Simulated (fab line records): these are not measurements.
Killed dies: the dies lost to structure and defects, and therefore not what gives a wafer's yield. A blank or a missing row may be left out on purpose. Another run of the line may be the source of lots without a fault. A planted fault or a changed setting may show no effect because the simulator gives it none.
Which tool is to blame? | flow nand harc | 18 wafers from 6 lots sampled at 2 of the route's 1302 steps

## WHAT THE GAUGES READ, wafer by wafer
NHARC_P_ZERO_WELL_CD_MEAS_24 targets a cd of 720 nm.
lot  | measured     | on        | cd nm (nm)
L746 | day 3 14:29  | cd sem-01 | 718.5 716.9 718.5
L748 | day 4 10:36  | cd sem-02 | 716.3 719.1 721.8
L751 | day 5 16:28  | cd sem-03 | 722.9 721.5 722.7
L756 | day 7 18:29  | cd sem-02 | 719.9 718.6 716.8
L762 | day 10 07:15 | cd sem-02 | 721.4 720.9 722.4
L765 | day 11 12:43 | cd sem-03 | 721.0 720.2 722.5

## EACH LOT AND THE TOOL THAT RAN IT (in order: tool; ch and the chambers of the sampled wafers; start)
lot  | NHARC_P_ZERO_WELL_EXPOSE_21
L746 | krf scanner-01 ch 0, day 3 14:20
L748 | krf scanner-04 ch 0, day 4 10:26
L751 | krf scanner-01 ch 0, day 5 16:19
L756 | krf scanner-01 ch 0, day 7 18:20
L762 | krf scanner-04 ch 0, day 10 07:06
L765 | krf scanner-01 ch 0, day 11 12:33
- NHARC_P_ZERO_WELL_EXPOSE_21: exposes mask P NWELL, target cd 720 nm.

## THE ANSWER, worked out from the rows above alone
Rule: the usual values come from the lots themselves. Put in order of their means at a reading, lots are off if they are a third of the lots or fewer, leave a main group of 4 or more, and stand apart from it by a gap of 3 or more times the standard deviation of the main group's means; of several such gaps the widest counts. A main group is skipped when, at the precision printed for the reading in the tables above, its means are all equal. A lot without any number at a reading at which 4 lots or more have one is off too. The other lots that the step has rows for count as sound.
Nothing can be told from this: no lot is off at any reading shown.

## WHAT WAS PUT IN BY THE SIMULATOR
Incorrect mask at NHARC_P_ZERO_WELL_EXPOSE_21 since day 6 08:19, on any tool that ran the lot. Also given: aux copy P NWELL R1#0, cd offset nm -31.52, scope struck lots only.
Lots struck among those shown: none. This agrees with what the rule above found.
